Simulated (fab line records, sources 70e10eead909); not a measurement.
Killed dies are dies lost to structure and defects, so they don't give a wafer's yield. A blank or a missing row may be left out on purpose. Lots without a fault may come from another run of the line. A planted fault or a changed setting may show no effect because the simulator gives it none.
Chamber matching | flow nand_harc | NHARC_P_M0_CMP_23 on cmp-03: 3 sister chambers
The step polishes, t overpolish 20 s, target thk 117.53 nm. 6 wafers are shown with their chamber, then 6 later ones without.

WAFERS WITH THEIR CHAMBER
wafer  | chamber | motor_current_A (A) | time_to_endpoint_s (s)
L120.4 | 1       | 13.0                | 24.4
L123.1 | 2       | 11.9                | 30.7
L123.2 | 1       | 12.6                | 28.4
L123.4 | 0       | 11.4                | 31.7
L124.1 | 0       | 11.4                | 29.0
L124.2 | 2       | 11.5                | 28.3

WAFERS WITHOUT THEIR CHAMBER
wafer  | motor_current_A (A) | time_to_endpoint_s (s)
L124.4 | 12.3                | 28.0
L126.4 | 11.6                | 30.8
L126.5 | 11.6                | 28.4
L137.1 | 12.6                | 28.6
L137.2 | 11.6                | 26.8
L137.3 | 12.5                | 25.8

WHICH CHAMBER EACH WENT THROUGH
wafer  | from the rows above          | in truth
L124.4 | can't be placed: 1 or 2 or 0 | 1
L126.4 | can't be placed: 2 or 0      | 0
L126.5 | can't be placed: 2 or 0      | 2
L137.1 | 1                            | 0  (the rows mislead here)
L137.2 | can't be placed: 2 or 0      | 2
L137.3 | 1                            | 1
Placed correctly: 1 of 6. Can't be placed from these rows: 4 (the true chamber is among the candidates in 4). Placed wrongly: 1.
How it was worked out, from the rows above alone: a wafer's distance from a chamber is the root of the sum, over the readings, of the square of ((its reading less the chamber's mean) divided by the reading's scatter). The wafer belongs to the nearest chamber; if the next one is less than 2 further off, it can't be placed. A chamber's mean is the mean of its shown wafers. The scatter: the root of (the sum of the squares of (reading less its chamber's mean) over the shown wafers, divided by (wafers less chambers)).
